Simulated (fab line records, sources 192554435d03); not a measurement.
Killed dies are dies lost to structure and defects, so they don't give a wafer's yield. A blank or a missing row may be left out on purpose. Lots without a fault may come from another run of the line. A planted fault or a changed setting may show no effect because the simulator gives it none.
A struck lot beside a sound one | flow n5_finfet | 36 steps out of a route of 1938
Sound: wafers L185.2, L185.5, L185.6. Struck: wafers L182.3, L182.4, L182.5. The cause comes at the end.
At each step with rows: each side's tool, then ch and its chambers, then its first start. Under that, the readings that differ: sound wafers | struck wafers | difference of the means | sigmas: that difference in standard deviations of wafers without a fault.
alike: readings whose means differ by less than 2 such deviations, and words and numbers that are the same on both sides. not compared: withheld readings, readings that some wafer has no value for, bounds like >300 that may hide the same value, and numbers for which the record gives no deviation and whose values overlap.
The two part at a step that has a row with sigmas, a row that says differs or no value, or rows on one side only. Numbers that don't overlap but have no deviation are shown without sigmas and don't part them. A reading that every wafer of one side lacks parts them only if that side has two wafers or more.

first, 9 steps without rows for these wafers: N5_BEOL_M4_ANNEAL_95 (time 240 s); N5_BEOL_M4_SPUTTER_96 (material Cu, target thk 4.5 nm, time 8.29 s); N5_BEOL_M4_ECD_50 (material Cu, target thk 300 nm); N5_BEOL_M4_ANNEAL_51 (time 90 s); N5_BEOL_M4_CMP_52 (polishes, stops on SiOC, t overpolish 6.8 s, target thk 40 nm); N5_BEOL_M4_PRE_CLEAN_60 (time 15 s); N5_BEOL_M4_CO_CAP_55 (material Co, precursor CCTBA/H2, target thk 2 nm, time 102.1 s); N5_BEOL_M4_PRE_CLEAN_56 (time 15 s); N5_BEOL_M4_DEP_57 (deposits SiCN from 3MS/NH3, target thk 8 nm, time 14 s).
N5_BEOL_M4_RC_MEAS_101:
  sound on prober-01 ch 0, day 12 06:28; struck on prober-02 ch 0, day 12 02:51
  alike: DIBL_N, DIBL_P, IOFF_N, IOFF_P, ION_N, ION_P, SS_N, SS_P, VT_N, VT_P
then, 24 steps without rows for these wafers: N5_BEOL_M5_ILD_DEP_00 (deposits SiCOH lowk from DEMS/porogen, target thk 140.64 nm, time 25.9 s); N5_BEOL_M5_CURE_79 (cures SiCOH lowk, time 240 s); N5_BEOL_M5_PECVD_70 (deposits SiO2 from TEOS/O2, target thk 16 nm, time 18 s); N5_BEOL_M5_HM_DEP_02 (deposits TiN, target thk 20 nm); N5_BEOL_M5_COAT_59 (time 60 s, resist thk 60 nm); N5_BEOL_M5_COAT_60 (time 60 s, resist thk 12 nm); N5_BEOL_M5_COAT_71 (time 60 s, resist thk 5 nm); N5_BEOL_M5_COAT_05 (resist thk 30 nm); N5_BEOL_M5_EBR_07; N5_BEOL_M5_SOFTBAKE_06 (time 60 s); N5_BEOL_M5_EXPOSE_08 (exposes mask M5, target cd 28 nm); N5_BEOL_M5_PEB_09 (peb time 60 s); N5_BEOL_M5_DEVELOP_10 (develop time 30 s); N5_BEOL_M5_DESCUM_16 (chemistry O2, time 7 s); N5_BEOL_M5_ETCH_72 (etches underlayer in N2/H2, target depth 6.5 nm, time 5.2 s); N5_BEOL_M5_ETCH_61 (etches SiARC in CF4, target depth 15.6 nm, time 26 s); N5_BEOL_M5_ETCH_62 (etches SOC in N2/H2, target depth 75 nm, overetch 15 nm, time 112.5 s); N5_BEOL_M5_STRIP_63 (strips in N2/H2); N5_BEOL_M5_STRIP_73 (strips in N2/H2); N5_BEOL_M5_STRIP_64 (strips in CF4); N5_BEOL_M5_HM_OPEN_17 (chemistry Cl2/BCl3, target TiN, target depth 20 nm, overetch 6 nm); N5_BEOL_M5_STRIP_19 (strips in O2); N5_BEOL_M5_COAT_65 (time 60 s, resist thk 60 nm); N5_BEOL_M5_COAT_66 (time 60 s, resist thk 12 nm).
N5_BEOL_M8_PECVD_70: deposits SiO2 from TEOS/O2, target thk 20 nm, time 22.7 s.
  sound on pecvd-03 ch 0,1,2, day 13 15:53; struck on pecvd-02 ch 1,2, day 13 06:38
  no value came back on the struck wafers for any of 6 readings (chamber_pressure_Torr (Torr), heater_power_outer_w (W) and others); on the sound wafers chamber_pressure_Torr (Torr) reads 5.514 5.489 5.503
-- the record jumps here: 3 days lie between the struck wafers' starts before and after (it left off in module BEOL_M8 and takes up again in module PASSIVATION, whose first step shown is number 1936 of the route) --
N5_PASSIVATION_PROBE_49:
  sound on prober-02, day 16 22:09; struck on prober-02, day 16 10:29
  reading                  | sound          | struck         | difference | sigmas
  defect_limited_yield (%) | 91.1 91.4 92.0 | 62.2 63.1 61.2 | -29.3      | -24
  killed_at_M4_up          | 13 9 11        | 346 325 335    | +324       | +57
  killed_dies              | 105 101 94     | 446 436 458    | +347       | +23
  killed_on_rim            | 9 10 14        | 16 94 18       | +32        | +8
  sort_bin_5_function (%)  | 5.3 4.7 5.1    | 32.9 32.8 33.8 | +28.1      | +31
  sort_n_pass              | 1075 1079 1086 | 734 744 722    | -347       | -23
  sort_yield_pct (%)       | 91.1 91.4 92.0 | 62.2 63.1 61.2 | -29.3      | -24
  alike: killed_at_M0_to_M3, killed_at_contacts, killed_at_front_end, killed_at_other, killed_open, killed_short, sort_bin_6_memory

WHERE THEY PART
First at N5_BEOL_M8_PECVD_70; last, within this record, at N5_PASSIVATION_PROBE_49.

WHY: what the simulator had put in
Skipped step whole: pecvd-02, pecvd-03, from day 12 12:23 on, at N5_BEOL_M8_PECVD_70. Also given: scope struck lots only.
